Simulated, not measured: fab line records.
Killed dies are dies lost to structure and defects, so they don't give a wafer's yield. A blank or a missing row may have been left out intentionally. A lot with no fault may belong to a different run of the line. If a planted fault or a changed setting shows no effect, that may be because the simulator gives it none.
A struck lot beside a sound one / flow nandHarc / 41 steps out of a route of 1302
Sound: these wafers, L511.1, L511.2, L511.6. The struck wafers were L524.2, L524.3, L524.6. The cause comes at the end.
Order at every step that has rows: each side's tool, ch and its chambers, its first start. Under that, the readings that differ: sound wafers / struck wafers / difference of the means / sigmas: that difference in standard deviations of wafers without a fault.
alike: readings whose means differ by less than 2 such deviations, and words and numbers that are the same on both sides. not compared: withheld readings, readings that some wafer has no value for, bounds like >300 that may hide the same value, and numbers for which the record gives no deviation and whose values overlap.
Wherever a step has rows on one side only, a row that says differs or no value, or a row with sigmas, the two part there. Numbers that have no deviation but don't overlap get no sigmas and don't part them. A reading missing from all wafers of one side parts the sides only when that side holds two or more wafers.

first, 7 steps without rows for these wafers: NHARC_P_GATE_HMDS_52 (time 30 s); NHARC_P_GATE_COAT_53; NHARC_P_GATE_SOFTBAKE_54 (time 95 s); NHARC_P_GATE_EBR_55; NHARC_P_GATE_EXPOSE_56 (exposes mask P PSD, target cd 720 nm); NHARC_P_GATE_PEB_57 (peb time 85 s); NHARC_P_GATE_DEVELOP_58 (time 70 s).
NHARC_P_GATE_CD_MEAS_59: target cd 720 nm.
  sound on cdSem-03 ch 0, day 6 14:50; struck on cdSem-02 ch 0, day 11 17:02
  alike: cdNm
then, 1 step without rows for these wafers: NHARC_P_GATE_HARDBAKE_60 (time 80 s).
NHARC_P_GATE_DESCUM_61: chemistry O2, time 3 s.
  sound on rieDiel-12 ch 0,2, day 6 15:01; struck on rieDiel-02 ch 0,2, day 11 17:12
  alike: drypumpMotorCurrentA, oesProductAu, rfVppV, showerheadPlenumPTorr, throttleValvePct
  not compared: rfHoursCounterH
after that, 1 step had no rows for these wafers: NHARC_P_GATE_IMPLANT_62.
NHARC_P_GATE_STRIP_112: strips in N2/H2, time 200 s.
  sound on plasmaAsher-01 ch 0,1, day 6 15:23; struck on plasmaAsher-01 ch 0,1, day 11 17:34
  alike: drypumpMotorCurrentA, heaterPowerW, tempC
  not compared: rfHoursCounterH
NHARC_P_GATE_STRIP_76: strips in O2.
  sound on plasmaAsher-01 ch 0,1, day 6 15:38; struck on plasmaAsher-01 ch 0,1, day 11 17:50
  alike: drypumpMotorCurrentA, heaterPowerW, tempC
  not compared: rfHoursCounterH
then, 9 steps without rows for these wafers: NHARC_P_GATE_STRIP_63 (strips in SPM, time 900 s); NHARC_P_GATE_DEHYDRATE_83 (time 120 s); NHARC_P_GATE_HMDS_84 (time 30 s); NHARC_P_GATE_COAT_85; NHARC_P_GATE_SOFTBAKE_86 (time 95 s); NHARC_P_GATE_EBR_87; NHARC_P_GATE_EXPOSE_88 (exposes mask P HVN, target cd 2000 nm); NHARC_P_GATE_PEB_89 (peb time 85 s); NHARC_P_GATE_DEVELOP_90 (time 70 s).
NHARC_P_GATE_CD_MEAS_91: target cd 2000 nm.
  sound on cdSem-01 ch 0, day 6 16:37; struck on cdSem-02 ch 0, day 11 18:45
  alike: cdNm
then, 3 steps without rows for these wafers: NHARC_P_GATE_HARDBAKE_92 (time 80 s); NHARC_P_GATE_DESCUM_93 (chemistry O2, time 3 s); NHARC_P_GATE_IMPLANT_94.
NHARC_P_GATE_STRIP_113: strips in N2/H2, time 740 s.
  sound on plasmaAsher-01 ch 0,1, day 6 17:09; struck on plasmaAsher-02 ch 1, day 11 19:23
  alike: drypumpMotorCurrentA, heaterPowerW, tempC
  not compared: rfHoursCounterH
then, 4 steps without rows for these wafers: NHARC_P_GATE_STRIP_95 (strips in O2); NHARC_P_GATE_STRIP_96 (strips in SPM, time 900 s); NHARC_P_GATE_RTA_64 (time 1 s); NHARC_P_GATE_ETCH_77 (etches SiO2 in dHF, target depth 6 nm).
NHARC_P_GATE_DEGAS_109: time 60 s.
  sound on pvdSputter-02, day 6 18:46; struck on pvdSputter-02, day 11 20:52
  alike: heaterPowerW
then, 3 steps without rows for these wafers: NHARC_P_GATE_PRE_CLEAN_110 (time 30 s); NHARC_P_GATE_SPUTTER_78 (material Ni, target thk 10 nm); NHARC_P_GATE_SPUTTER_79 (material TiN, target thk 10 nm).
NHARC_P_GATE_RTA_80: time 30 s.
  sound on rtpAnneal-01 ch 0, day 6 19:04; struck on rtpAnneal-02 ch 0, day 11 21:11
reading=lampPowerPct (%); sound=2.53 2.53 2.53; struck=1.95 1.94 1.94; difference=-0.59; sigmas=-2
reading=lamp_zone_5_pct (%); sound=2.53 2.53 2.53; struck=1.94 1.95 1.94; difference=-0.59; sigmas=-2
  alike: wafer_temp_C_max
then, 2 steps without rows for these wafers: NHARC_P_GATE_STRIP_67 (strips in SPM, time 600 s); NHARC_P_GATE_RTA_82 (time 30 s).
NHARC_P_GATE_INSPECT_68:
  sound on defectInspect-01, day 6 19:43; struck on defectInspect-02, day 11 21:50
reading=rawDefectCount; sound=189 182 152; struck=666 541 563; difference=+416; sigmas=+4
then, 1 step without rows for these wafers: NHARC_P_CONTACT_DEP_30 (deposits SiNx, target thk 30 nm).
-- jump in the record: it breaks off in module P_CONTACT and resumes in module END (first step shown: number 1302 of the route), and 18 days separate the struck wafers' starts before and after --
NHARC_END_SORT_01:
  at this point the record logs the struck wafers (prober-02 ch 0, day 29 23:06) and has no rows for the sound ones

== WHERE THEY PART ==
First at NHARC_P_GATE_RTA_80; last, within this record, at NHARC_END_SORT_01.

WHY: what had been put in by the simulator
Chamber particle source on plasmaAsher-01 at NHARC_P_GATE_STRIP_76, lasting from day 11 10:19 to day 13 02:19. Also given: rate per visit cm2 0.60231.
